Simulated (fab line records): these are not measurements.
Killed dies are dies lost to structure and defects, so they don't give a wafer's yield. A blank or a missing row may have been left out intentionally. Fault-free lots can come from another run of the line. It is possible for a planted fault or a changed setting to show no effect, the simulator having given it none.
Which of the tools did it? :: flow nand-harc :: Sampling: 6 lots, 18 wafers, 5 of 1159 route steps

## WHAT EACH GAUGE READ, for each wafer
NHARC_A_WL_FILL_INSPECT_15.
lot: L777
measured: day 16 10:25
on: defect-inspect-01
raw-defect-count: 712 572 649

lot: L779
measured: day 17 05:16
on: defect-inspect-02
raw-defect-count: 847 724 760

lot: L785
measured: day 19 07:09
on: defect-inspect-02
raw-defect-count: 417 295 357

lot: L786
measured: day 19 16:33
on: defect-inspect-01
raw-defect-count: 664 497 449

lot: L791
measured: day 20 15:55
on: defect-inspect-01
raw-defect-count: 320 284 327

lot: L796
measured: day 22 16:46
on: defect-inspect-01
raw-defect-count: 391 430 384

## TOOL THAT RAN EACH LOT (tool first, then ch and the chambers of the sampled wafers, then the start)
lot: L777
NHARC_A_WL_FILL_ETCHBACK_04: rie-metal-03 ch 0,1, day 15 12:29
NHARC_A_WL_FILL_ETCHBACK_16: rie-diel-05 ch 0,1,2, day 16 02:14 or earlier
NHARC_A_WL_FILL_ETCHBACK_26: rie-si-03 ch 1,2, day 16 02:14
NHARC_A_WL_FILL_CMP_12: cmp-01 ch 1,2,3, day 16 09:56

lot: L779
NHARC_A_WL_FILL_ETCHBACK_04: rie-metal-02 ch 0, day 16 06:56
NHARC_A_WL_FILL_ETCHBACK_16: rie-diel-09 ch 0,2, day 16 22:49 or earlier
NHARC_A_WL_FILL_ETCHBACK_26: rie-si-06 ch 1,2,3, day 16 22:49
NHARC_A_WL_FILL_CMP_12: cmp-04 ch 0,1, day 17 04:47

lot: L785
NHARC_A_WL_FILL_ETCHBACK_04: rie-metal-03 ch 0,1, day 18 07:47
NHARC_A_WL_FILL_ETCHBACK_16: rie-diel-05 ch 0,1,2, day 19 00:59 or earlier
NHARC_A_WL_FILL_ETCHBACK_26: rie-si-01 ch 0,1,3, day 19 00:59
NHARC_A_WL_FILL_CMP_12: cmp-03 ch 1,3, day 19 06:41

lot: L786
NHARC_A_WL_FILL_ETCHBACK_04: rie-metal-02 ch 0,1, day 18 14:52
NHARC_A_WL_FILL_ETCHBACK_16: rie-diel-05 ch 0,1,3, day 19 07:02 or earlier
NHARC_A_WL_FILL_ETCHBACK_26: rie-si-06 ch 0,1,3, day 19 07:02
NHARC_A_WL_FILL_CMP_12: cmp-03 ch 0,1, day 19 16:05

lot: L791
NHARC_A_WL_FILL_ETCHBACK_04: rie-metal-03 ch 0,1, day 19 19:27
NHARC_A_WL_FILL_ETCHBACK_16: rie-diel-05 ch 1,2,3, day 20 09:05 or earlier
NHARC_A_WL_FILL_ETCHBACK_26: rie-si-01 ch 0,2,3, day 20 09:05
NHARC_A_WL_FILL_CMP_12: cmp-03 ch 1,2,3, day 20 15:26

lot: L796
NHARC_A_WL_FILL_ETCHBACK_04: rie-metal-01 ch 0,1, day 21 16:24
NHARC_A_WL_FILL_ETCHBACK_16: rie-diel-06 ch 2,3, day 22 10:50 or earlier
NHARC_A_WL_FILL_ETCHBACK_26: rie-si-06 ch 1,2, day 22 10:50
NHARC_A_WL_FILL_CMP_12: cmp-01 ch 0,2,3, day 22 16:20
- NHARC_A_WL_FILL_ETCHBACK_04: etches the open film in NF3, target depth 60 nm, time 120 s.
- NHARC_A_WL_FILL_ETCHBACK_16: etches the open film in C4F8/O2/Ar, target depth 88 nm, time 17.6 s.
- NHARC_A_WL_FILL_ETCHBACK_26: etches the open film in HBr, target depth 52 nm, time 13.3 s.
- NHARC_A_WL_FILL_CMP_12: polishes, t overpolish 30 s, target thk 75 nm.

## THE ANSWER, worked out from the rows above alone
Rule: the usual values come from the lots themselves. Put in order of their means at a reading, lots are off if they are a third of the lots or fewer, leave a main group of 4 or more, and stand apart from it by a gap of 3 or more times the standard deviation of the main group's means; of several such gaps the widest counts. If all means in a main group match to the digits the tables above print for the reading, that group is not used. A lot without any number at a reading at which 4 lots or more have one is off too. The other lots that the step has rows for count as sound.
None of the lots is off at any reading shown; this tells nothing.

## WHAT WAS PUT IN BY THE SIMULATOR
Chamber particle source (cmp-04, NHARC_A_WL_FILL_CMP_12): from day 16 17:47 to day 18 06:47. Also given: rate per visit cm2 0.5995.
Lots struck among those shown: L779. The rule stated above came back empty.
